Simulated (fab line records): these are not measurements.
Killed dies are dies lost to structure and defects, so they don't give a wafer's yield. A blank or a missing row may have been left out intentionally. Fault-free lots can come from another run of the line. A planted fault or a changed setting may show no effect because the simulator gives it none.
fab line records ; flow nand_harc
[record] lots = 5; wafers = 15; last_day = 33
route steps=1302 shown A_CONTACT@990 END@1302
lots that met no fault: taken from a fault-free run of the same line
start_h: start of the lot's first displayed wafer, in hours after the record's first day ; wait_h: hours since the lot's step before ; " unchanged from the row above ; L1.1+2: one row covering several wafers at once ; - either no value or no given start ; * or withheld: withheld ; < > ~ a bound
route shown NAME@n: NAME is a module with steps in the file, n the number in the route of the first one ; usual: the fault-free wafers' mean and standard deviation ; same: alike in all rows ; chamber/n: place in a boat ; sites: the reading at each site ; _std_site: how widely they spread, as a standard deviation ; _edge_site: the outer-site mean with the inner-site mean subtracted ; radius_mm: for every site, how far away it sits from the centre of the wafer ; mask NAME#n: copy n ; behind: tool/chamber where the wafer was last shaped ; hold: why the lot went on hold/how many hours it stayed there/how the hold came to an end ; device: the n, p or np transistor that did not switch ; end of line: the route-end tests of the same wafers ; a step without rows: its recipe alone ; killed: dies lost to structure and defects at the first sort, not the wafer's yield ; map: shows each die of a wafer: x if killed, . if not, _ if none is there
set.NAME: setting as actually run; set.NAME@STEP: the setting as run at that earlier step ; model.NAME: the simulator's own value behind a step, which no gauge read
certain route steps with their lots: each step a table, each wafer a row
services: when a tool's chamber went out of use (start_h, in hours from the record's first day, below 0 if earlier), for how many hours, and the reason
[[steps]]
[step NHARC_A_CONTACT_COAT_35]
[recipe] temp_c = 225; time_s = 65
[step NHARC_A_CONTACT_COAT_36]
[recipe] spin_rpm = 1500; resist_thk_nm = 90
[step NHARC_A_CONTACT_SOFTBAKE_37]
[recipe] temp_c = 105; time_s = 55
[step NHARC_A_CONTACT_EBR_38]
[step NHARC_A_CONTACT_EXPOSE_39]
[recipe] na = 1.35; sigma_outer = 0.8; dose_mj = 58.79; mask_id = A_CC_3
[step NHARC_A_CONTACT_PEB_40]
[recipe] peb_temp_c = 100; peb_time_s = 65
[step NHARC_A_CONTACT_DEVELOP_41]
[recipe] develop_time_s = 35; dev_temp_c = 23
[step NHARC_A_CONTACT_CD_MEAS_42]
[recipe] target_cd_nm = 300; landing_energy_ev = 500
[usual] cd_nm = 300.0/0.49
lot.wafer;tool;chamber;start_h;wait_h;cd_nm
L737.2;cd_sem-03;0;561.96;-;300.0
L737.3;cd_sem-03;0;561.96;-;299.7
L737.6;cd_sem-03;0;561.96;-;299.8
L738.2;cd_sem-03;0;562.13;-;299.0
L738.3;cd_sem-03;0;562.13;-;299.7
L738.5;cd_sem-03;0;562.13;-;299.5
L740.1;cd_sem-02;0;596.32;-;300.7
L740.3;cd_sem-02;0;596.32;-;299.8
L740.5;cd_sem-02;0;596.32;-;299.8
L752.1;cd_sem-03;0;704.29;-;300.4
L752.2;cd_sem-03;0;704.29;-;300.6
L752.4;cd_sem-03;0;704.29;-;300.2
L753.1;cd_sem-01;0;726.73;-;299.8
L753.4;cd_sem-01;0;726.73;-;300.8
L753.5;cd_sem-01;0;726.73;-;300.8
[step NHARC_A_CONTACT_OVL_MEAS_43]
[usual] overlay_x_nm = 0.1/0.81; overlay_y_nm = 0.0/0.93
lot.wafer;tool;chamber;start_h;wait_h;overlay_x_nm;overlay_y_nm
L737.2;overlay-01;-;562.04;-;-0.4;-1.1
L737.3;overlay-01;-;562.04;-;-0.4;-1.1
L737.6;overlay-01;-;562.04;-;-1.2;-1.4
L738.2;overlay-01;-;562.21;-;-0.3;-1.9
L738.3;overlay-01;-;562.21;-;-0.3;-1.7
L738.5;overlay-01;-;562.21;-;0.0;-1.5
L740.1;overlay-02;-;596.41;-;0.5;0.3
L740.3;overlay-02;-;596.41;-;0.0;1.2
L740.5;overlay-02;-;596.41;-;0.5;1.0
L752.1;overlay-01;-;704.38;-;-0.8;0.5
L752.2;overlay-01;-;704.38;-;0.3;0.0
L752.4;overlay-01;-;704.38;-;0.3;0.8
L753.1;overlay-02;-;726.83;-;0.5;-0.8
L753.4;overlay-02;-;726.83;-;0.9;-0.4
L753.5;overlay-02;-;726.83;-;0.5;0.3
[step NHARC_A_CONTACT_INSPECT_44]
[usual] raw_defect_count = 69/41
lot.wafer;tool;chamber;start_h;wait_h;raw_defect_count
L737.2;defect_inspect-01;-;562.08;0.0;172
L737.3;defect_inspect-01;-;562.08;0.0;132
L737.6;defect_inspect-01;-;562.08;0.0;159
L738.2;defect_inspect-01;-;562.25;0.0;22
L738.3;defect_inspect-01;-;562.25;0.0;22
L738.5;defect_inspect-01;-;562.25;0.0;29
L740.1;defect_inspect-02;-;596.45;0.0;151
L740.3;defect_inspect-02;-;596.45;0.0;113
L740.5;defect_inspect-02;-;596.45;0.0;143
L752.1;defect_inspect-01;-;704.42;0.0;13
L752.2;defect_inspect-01;-;704.42;0.0;21
L752.4;defect_inspect-01;-;704.42;0.0;13
L753.1;defect_inspect-02;-;726.87;0.0;55
L753.4;defect_inspect-02;-;726.87;0.0;68
L753.5;defect_inspect-02;-;726.87;0.0;63
[step NHARC_A_CONTACT_DESCUM_47]
[recipe] time_s = 3; o2_flow_sccm = 200; ar_flow_sccm = 0; bias_power_w = 0; chemistry = O2
[usual] drypump_motor_current_A = 5.8/0.36; oes_product_au = 0.998/0.0067; rf_vpp_V = 57.7/0.88; showerhead_plenum_p_Torr = 1.91/0.1; throttle_valve_pct = 11.311/0.0092
[same] time_s = 3
lot.wafer;tool;chamber;start_h;wait_h;drypump_motor_current_A;oes_product_au;rf_hours_counter_h;rf_vpp_V;showerhead_plenum_p_Torr;throttle_valve_pct
L737.2;rie_diel-07;3;562.14;0.1;5.5;1.000;26;57.1;1.89;11.298
L737.3;rie_diel-07;2;562.14;0.1;5.4;0.992;21;56.8;1.80;11.307
L737.6;rie_diel-07;0;562.14;0.1;5.5;0.991;-;58.7;2.07;11.321
L738.2;rie_diel-09;1;562.32;0.1;5.6;1.000;9;56.4;2.01;11.316
L738.3;rie_diel-09;3;562.32;0.1;5.7;1.006;10;56.6;1.77;11.295
L738.5;rie_diel-09;0;562.32;0.1;6.4;0.999;-;57.4;1.81;11.316
L740.3;rie_diel-09;2;596.51;0.1;6.4;1.001;17;57.5;1.94;11.317
L740.1;rie_diel-09;1;596.51;0.1;5.6;0.984;17;56.9;2.01;11.318
L740.5;rie_diel-09;1;596.51;0.1;5.6;1.002;-;59.4;2.01;11.307
L752.1;rie_diel-04;2;704.48;0.1;5.7;0.988;52;56.8;1.89;11.318
L752.4;rie_diel-04;3;704.48;0.1;6.3;0.996;52;57.9;1.86;11.319
L752.2;rie_diel-04;0;704.48;0.1;5.6;0.994;52;58.3;2.06;11.312
L753.1;rie_diel-07;0;726.94;0.1;5.5;0.993;21;58.2;2.05;11.306
L753.4;rie_diel-07;3;726.94;0.1;5.4;1.007;-;57.6;1.88;11.324
L753.5;rie_diel-07;1;726.94;0.1;5.7;0.997;-;55.8;1.83;11.316
[step NHARC_A_CONTACT_ETCH_48]
[recipe] target_depth_a = 390; over_etch_frac = 0.3; time_s = 65; ion_energy_ev = 80; cf4_flow_sccm = 150; ar_flow_sccm = 0; rf_w = 300; bias_w = 100; chemistry = CF4
[usual] drypump_motor_current_A = 5.8/0.36; oes_product_au = 0.999/0.0077; rf_vpp_V = 151.2/1.4; run_length_s = 86.2/0.34; showerhead_plenum_p_Torr = 1.76/0.089; throttle_valve_pct = 13.283/0.0092
[same] time_s = 65
lot.wafer;tool;chamber;start_h;wait_h;drypump_motor_current_A;oes_product_au;rf_hours_counter_h;rf_vpp_V;run_length_s;showerhead_plenum_p_Torr;throttle_valve_pct
L737.2;rie_diel-07;3;562.23;0.1;5.4;1.001;26;151.1;86.5;1.75;13.294
L737.3;rie_diel-07;1;562.23;0.1;5.7;0.989;24;151.1;86.5;1.71;13.288
L737.6;rie_diel-07;0;562.23;0.1;5.5;1.001;-;152.7;86.1;1.90;13.289
L738.2;rie_diel-09;1;562.40;0.1;5.6;1.009;9;151.5;86.0;1.85;13.286
L738.3;rie_diel-09;3;562.40;0.1;5.7;1.001;10;149.1;85.8;1.64;13.274
L738.5;rie_diel-09;2;562.40;0.1;6.3;1.009;-;151.0;85.7;1.79;13.284
L740.3;rie_diel-09;3;596.61;0.1;5.7;0.998;17;149.2;86.1;1.64;13.300
L740.1;rie_diel-09;1;596.61;0.1;5.6;0.998;17;153.4;86.0;1.85;13.270
L740.5;rie_diel-09;3;596.61;0.1;5.7;0.985;-;149.5;86.4;1.64;13.269
L752.1;rie_diel-04;1;704.57;0.1;5.7;0.995;50;153.4;85.7;1.88;13.280
L752.2;rie_diel-04;2;704.57;0.1;5.7;1.006;52;150.6;86.2;1.75;13.282
L752.4;rie_diel-04;3;704.57;0.1;6.3;0.991;52;151.4;86.2;1.72;13.286
L753.1;rie_diel-07;0;727.04;0.1;5.5;0.996;21;153.7;86.2;1.89;13.286
L753.5;rie_diel-07;3;727.04;0.1;5.5;1.003;-;151.8;86.1;1.74;13.283
L753.4;rie_diel-07;1;727.04;0.1;5.7;1.002;-;151.0;87.2;1.69;13.290
[step NHARC_A_CONTACT_ETCH_49]
[recipe] target_depth_a = 2600; over_etch_frac = 0.3; time_s = 475.3; ion_energy_ev = 200; n2_flow_sccm = 150; h2_flow_sccm = 150; ar_flow_sccm = 0; rf_w = 400; bias_w = 150; chemistry = N2/H2
[usual] drypump_motor_current_A = 5.8/0.37; oes_product_au = 0.998/0.0073; rf_vpp_V = 430/3.3; run_length_s = 496.4/0.37; showerhead_plenum_p_Torr = 2.03/0.11; throttle_valve_pct = 14.172/0.01
lot.wafer;tool;chamber;start_h;wait_h;drypump_motor_current_A;oes_product_au;rf_hours_counter_h;rf_vpp_V;run_length_s;showerhead_plenum_p_Torr;throttle_valve_pct
L737.3;rie_diel-07;3;562.32;-;5.5;1.003;26;429;496.3;2.02;14.187
L737.2;rie_diel-07;2;562.32;-;5.4;0.988;21;427;497.1;1.92;14.186
L737.6;rie_diel-07;3;562.32;-;5.5;0.996;-;432;496.6;2.02;14.171
L738.2;rie_diel-09;1;562.49;-;5.6;1.006;9;435;496.4;2.15;14.156
L738.3;rie_diel-09;0;562.49;-;6.4;1.006;9;426;496.1;1.93;14.167
L738.5;rie_diel-09;2;562.49;-;6.3;1.009;-;432;496.2;2.07;14.179
L740.3;rie_diel-09;1;596.71;-;5.6;0.998;17;433;496.1;2.14;14.166
L740.1;rie_diel-09;2;596.71;-;6.3;0.991;17;430;271.6;2.07;14.177
L740.5;rie_diel-09;2;596.71;-;6.3;0.994;-;431;271.2;2.07;14.161
L752.1;rie_diel-04;3;704.66;-;6.3;0.999;52;428;496.4;1.98;14.180
L752.2;rie_diel-04;0;704.66;-;5.6;1.008;52;433;496.5;2.20;14.170
L752.4;rie_diel-04;1;704.66;-;5.7;0.996;50;433;495.9;2.18;14.176
L753.1;rie_diel-07;3;727.22;-;5.5;1.008;23;428;496.9;2.00;14.178
L753.5;rie_diel-07;0;727.22;-;5.5;0.996;-;435;496.4;2.19;14.168
L753.4;rie_diel-07;3;727.22;-;5.5;1.018;-;431;496.3;2.00;14.158
[step NHARC_A_CONTACT_ETCH_50]
[recipe] target_depth_a = 1210; time_s = 60.5; cf4_flow_sccm = 100; chf3_flow_sccm = 30; ar_flow_sccm = 0; rf_w = 500; bias_w = 200; chemistry = CF4/CHF3
[usual] drypump_motor_current_A = 5.8/0.36; oes_product_au = 0.945/0.022; rf_vpp_V = 370.4/2.8; run_length_s = 81.6/0.36; showerhead_plenum_p_Torr = 1.57/0.079; throttle_valve_pct = 16.803/0.0086
[same] time_s = 60.5
lot.wafer;tool;chamber;start_h;wait_h;drypump_motor_current_A;oes_product_au;rf_hours_counter_h;rf_vpp_V;run_length_s;showerhead_plenum_p_Torr;throttle_valve_pct
L737.2;rie_diel-07;2;-;-;5.4;0.921;21;367.3;82.1;1.49;16.804
L737.3;rie_diel-07;0;-;-;5.4;0.920;26;373.1;81.4;1.69;16.799
L737.6;rie_diel-07;3;-;-;5.4;0.927;-;370.8;81.6;1.56;16.817
L738.2;rie_diel-09;0;-;-;6.4;0.962;9;367.0;81.3;1.49;16.805
L738.3;rie_diel-09;1;-;-;5.6;0.955;9;371.8;81.8;1.65;16.797
L738.5;rie_diel-09;0;-;-;6.4;0.952;-;367.2;81.7;1.49;16.800
L740.3;rie_diel-09;3;-;-;5.7;0.972;17;367.6;81.8;1.46;16.804
L740.1;rie_diel-09;1;-;-;5.6;0.960;17;372.5;81.5;1.65;16.793
L740.5;rie_diel-09;3;-;-;5.7;0.962;-;366.1;81.8;1.46;16.817
L752.2;rie_diel-04;2;-;-;5.7;0.917;52;371.6;82.3;1.55;16.809
L752.4;rie_diel-04;3;-;-;6.3;0.923;52;368.7;82.0;1.53;16.828
L752.1;rie_diel-04;1;-;-;5.7;0.924;50;372.9;81.3;1.67;16.791
L753.1;rie_diel-07;0;-;-;5.5;0.919;21;373.4;81.5;1.68;16.819
L753.4;rie_diel-07;0;-;-;5.5;0.925;-;373.9;81.4;1.68;16.793
L753.5;rie_diel-07;1;-;-;5.7;0.920;-;368.6;82.2;1.51;16.793
[step NHARC_END_SORT_01]
[recipe] temp_c = 25
[usual] killed_at_array = 52/20; killed_at_other = 1.0/1.3; killed_at_periphery = 3.7/2.2; killed_dies = 57/20; killed_open = 3.2/1.6; killed_short = 2.4/1.6
[same] gross_dies = 677
lot.wafer;tool;chamber;start_h;wait_h;killed_at_array;killed_at_other;killed_at_periphery;killed_dies;killed_open;killed_short
L738.2;prober-02;0;633.45;2.8;30;0;1;31;4;2
L738.3;prober-02;0;634.26;3.1;31;0;1;32;5;1
L738.5;prober-02;0;635.89;3.8;31;0;1;32;2;2
L740.1;prober-01;0;664.91;2.5;669;4;4;677;6;3
L740.5;prober-01;0;668.06;3.6;675;1;1;677;2;2
// killed by level:class
L738.2 A_CHANNEL_HOLE_D2:chamber_film_flake=10 A_CHANNEL_HOLE_D1:chamber_film_flake=7 A_CHANNEL_FILL_D1:geometric_particle:open=2 A_CHANNEL_FILL_D2:chamber_film_flake=2 A_STAIRCASE:chamber_film_flake=2 A_SOURCE_PLATE:geometric_particle:open=1 A_ONON_D1:geometric_particle:short=1 A_ONON_D2:geometric_particle:short=1
L738.3 A_CHANNEL_HOLE_D2:chamber_film_flake=14 A_M0:chamber_film_flake=3 A_ONON_D1:geometric_particle:open=2 A_CONTACT:geometric_particle:open=2 A_CHANNEL_HOLE_D1:chamber_film_flake=2 A_CHANNEL_FILL_D1:chamber_film_flake=2 A_CHANNEL_FILL_D2:chamber_film_flake=2 A_CHANNEL_FILL_D1:geometric_particle:open=1
L738.5 A_CHANNEL_HOLE_D2:chamber_film_flake=16 A_CHANNEL_HOLE_D1:chamber_film_flake=4 A_SLIT:chamber_film_flake=2 A_CONTACT:chamber_film_flake=2 A_ONON_D2:geometric_particle:short=1 A_CHANNEL_FILL_D2:geometric_particle:short=1 A_SGD_CUT:geometric_particle:open=1 A_M0:geometric_particle:open=1
L740.1 A_CONTACT:area_etch=584 A_SLIT:chamber_film_flake=34 A_CHANNEL_HOLE_D1:chamber_film_flake=25 A_CHANNEL_HOLE_D2:chamber_film_flake=12 THIN_TSV:chamber_film_flake=4 A_WL_FILL:chamber_film_flake=2 P_M0:geometric_particle:open=1 P_M0:geometric_particle:short=1
L740.5 A_CONTACT:area_etch=598 A_SLIT:chamber_film_flake=33 A_CHANNEL_HOLE_D1:chamber_film_flake=24 A_CHANNEL_HOLE_D2:chamber_film_flake=10 A_WL_FILL:chamber_film_flake=3 A_STAIRCASE:chamber_film_flake=2 A_CHANNEL_FILL_D1:geometric_particle:short=1 A_CHANNEL_FILL_D2:geometric_particle:short=1
// map L740.1 (x killed, . not)
____________x____________
_________xxxxxxx_________
_______xxxxxxxxxxx_______
______xxxxxxxxxxxxx______
_____xxxxxxxxxxxxxxx_____
____xxxxxxxxxxxxxxxxx____
____xxxxxxxxxxxxxxxxx____
___xxxxxxxxxxxxxxxxxxx___
___xxxxxxxxxxxxxxxxxxx___
__xxxxxxxxxxxxxxxxxxxxx__
__xxxxxxxxxxxxxxxxxxxxx__
_xxxxxxxxxxxxxxxxxxxxxxx_
_xxxxxxxxxxxxxxxxxxxxxxx_
_xxxxxxxxxxxxxxxxxxxxxxx_
_xxxxxxxxxxxxxxxxxxxxxxx_
_xxxxxxxxxxxxxxxxxxxxxxx_
xxxxxxxxxxxxxxxxxxxxxxxxx
xxxxxxxxxxxxxxxxxxxxxxxxx
xxxxxxxxxxxxxxxxxxxxxxxxx
xxxxxxxxxxxxxxxxxxxxxxxxx
xxxxxxxxxxxxxxxxxxxxxxxxx
_xxxxxxxxxxxxxxxxxxxxxxx_
_xxxxxxxxxxxxxxxxxxxxxxx_
_xxxxxxxxxxxxxxxxxxxxxxx_
_xxxxxxxxxxxxxxxxxxxxxxx_
_xxxxxxxxxxxxxxxxxxxxxxx_
__xxxxxxxxxxxxxxxxxxxxx__
__xxxxxxxxxxxxxxxxxxxxx__
___xxxxxxxxxxxxxxxxxxx___
___xxxxxxxxxxxxxxxxxxx___
____xxxxxxxxxxxxxxxxx____
____xxxxxxxxxxxxxxxxx____
_____xxxxxxxxxxxxxxx_____
______xxxxxxxxxxxxx______
_______xxxxxxxxxxx_______
_________xxxxxxx_________
____________x____________
// map L738.3 (x killed, . not)
____________x____________
_________......._________
_______..........._______
______............x______
_____..............._____
____.................____
____.......x.x.......____
___..........x.....x..___
___.........x.x.......___
__.........x.xx........__
__............x........__
_......................._
_.........x...xx........_
_...........x..........._
_..........x............_
_......................._
........x................
............x............
.........................
.x......x.x..............
.........................
_......................._
_.........x............._
_......................._
_......................._
_......................._
__.....................__
__.....................__
___.........x.........___
___...................___
____..........x......____
____..x..........x...____
_____............x.._____
______xx...........______
_______.....x....._______
_________.x....._________
____________.____________
[[services]]
tool;chamber;start_h;hours;kind
rie_diel-07;0;553.97;-;clean
rie_diel-07;1;553.97;-;clean
rie_diel-07;2;553.97;-;clean
rie_diel-07;3;553.97;-;clean
rie_diel-09;0;555.56;-;clean
rie_diel-09;1;555.56;-;clean
rie_diel-09;2;555.56;-;clean
rie_diel-09;3;555.56;-;clean
rie_diel-04;1;558.39;3.9;repair
rie_diel-07;0;578.47;-;clean
rie_diel-07;1;578.47;-;clean
rie_diel-07;2;578.47;-;clean
rie_diel-07;3;578.47;-;clean
rie_diel-09;0;580.06;-;clean
rie_diel-09;1;580.06;-;clean
rie_diel-07;2;603.01;4.5;repair
rie_diel-07;2;625.11;9.1;repair
rie_diel-09;-;626.52;6.0;repair
rie_diel-09;2;648.15;3.2;repair
rie_diel-07;-;651.12;9.0;pm
rie_diel-09;-;674.47;9.0;pm
rie_diel-04;-;709.15;9.0;pm
rie_diel-07;2;709.44;22.5;repair
rie_diel-07;-;717.48;1.9;repair
[[key]]
[first_sign] step = NHARC_A_CONTACT_ETCH_49; reading = run_length_s; direction = down; sigmas = 99+; usual = *; struck = *
[effect] step = NHARC_END_SORT_01; reading = killed_at_array; direction = up; sigmas = 31; usual = 52; struck = 672
[more_kills_born_at] NHARC_A_CONTACT_ETCH_49@rie_diel-09 = 1182
met_at NHARC_A_CONTACT_ETCH_49
struck_wafers L740.1,L740.5
later_rows_left_out L740.1,L740.5
tester_left_out L740
onset_between 562.49 596.71
[fault] kind = process_parameter_drift; tool = rie_diel-09; chamber = 2; onset_h = 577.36; steps = NHARC_A_CONTACT_ETCH_49; channel = time_s; offset = *; shape = step; acts_in = *; stated = *
// tester_left_out: of these lots the tester's yield and bins aren't shown, on N5 and GAA mostly nor the transistor test; their killed dies are dies lost to structure and defects alone, not to doping, threshold or leakage, so they don't give the yield
// later_rows_left_out: the simulator's readings of these wafers behind a module that went badly wrong aren't trusted and aren't shown, but for the sort
